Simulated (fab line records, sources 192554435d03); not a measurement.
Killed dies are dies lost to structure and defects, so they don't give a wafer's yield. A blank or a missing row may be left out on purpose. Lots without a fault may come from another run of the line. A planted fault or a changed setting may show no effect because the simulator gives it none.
Chamber matching | flow n5_finfet | N5_FIN_SAQP_PECVD_47 on pecvd-01: 3 sister chambers
The step deposits a-Si from SiH4/He, target thk 45 nm, time 36.3 s. 14 wafers are shown with their chamber, then 7 later ones without.

WAFERS WITH THEIR CHAMBER
wafer  | chamber | throttle_valve_pct (%) | heater_power_w (W) | showerhead_plenum_p_Torr (Torr)
L075.2 | 0       | 18.2                   | 900                | 5.65
L075.4 | 1       | 18.4                   | 759                | 5.65
L075.6 | 0       | 18.5                   | 917                | 5.66
L080.1 | 2       | 17.2                   | 866                | 5.68
L080.3 | 1       | 18.4                   | 727                | 5.66
L080.6 | 1       | 18.5                   | 696                | 5.63
L083.1 | 2       | 17.3                   | 907                | 5.69
L083.5 | 2       | 17.2                   | 908                | 5.69
L083.6 | 0       | 18.3                   | 913                | 5.66
L084.1 | 0       | 17.9                   | 1035               | 5.66
L084.3 | 2       | 17.2                   | 915                | 5.66
L084.6 | 0       | 18.2                   | 1023               | 5.67
L087.3 | 1       | 18.3                   | 812                | 5.63
L087.5 | 1       | 18.3                   | 679                | 5.64

SIGNATURES (means of the wafers above)
reading                  | chamber 0 | chamber 1 | chamber 2 | scatter within a chamber
throttle_valve_pct       | 18.220    | 18.380    | 17.225    | 0.143
heater_power_w           | 957.60    | 734.60    | 899.00    | 52.2
showerhead_plenum_p_Torr | 5.6600    | 5.6420    | 5.6800    | 0.0116
Rule: a wafer's distance from a chamber is the root of the sum, over the readings, of the square of ((its reading less the chamber's mean) divided by the reading's scatter). The wafer belongs to the nearest chamber; if the next one is less than 2 further off, it can't be placed. The scatter: the root of (the sum of the squares of (reading less its chamber's mean) over the shown wafers, divided by (wafers less chambers)).

WAFERS WITHOUT THEIR CHAMBER
wafer  | throttle_valve_pct (%) | heater_power_w (W) | showerhead_plenum_p_Torr (Torr)
L087.6 | 17.4                   | 935                | 5.69
L088.1 | 17.4                   | 884                | 5.69
L088.2 | 18.4                   | 973                | 5.64
L088.5 | 18.1                   | 977                | 5.67
L096.1 | 17.5                   | 817                | 5.69
L096.3 | 18.8                   | 748                | 5.66
L096.5 | 17.2                   | 822                | 5.70

WHICH CHAMBER EACH WENT THROUGH
wafer  | from the rows above | in truth
L087.6 | 2                   | 2
L088.1 | 2                   | 2
L088.2 | 0                   | 0
L088.5 | 0                   | 0
L096.1 | 2                   | 2
L096.3 | 1                   | 1
L096.5 | 2                   | 2
Placed correctly: 7 of 7. Can't be placed from these rows: 0. Placed wrongly: 0.
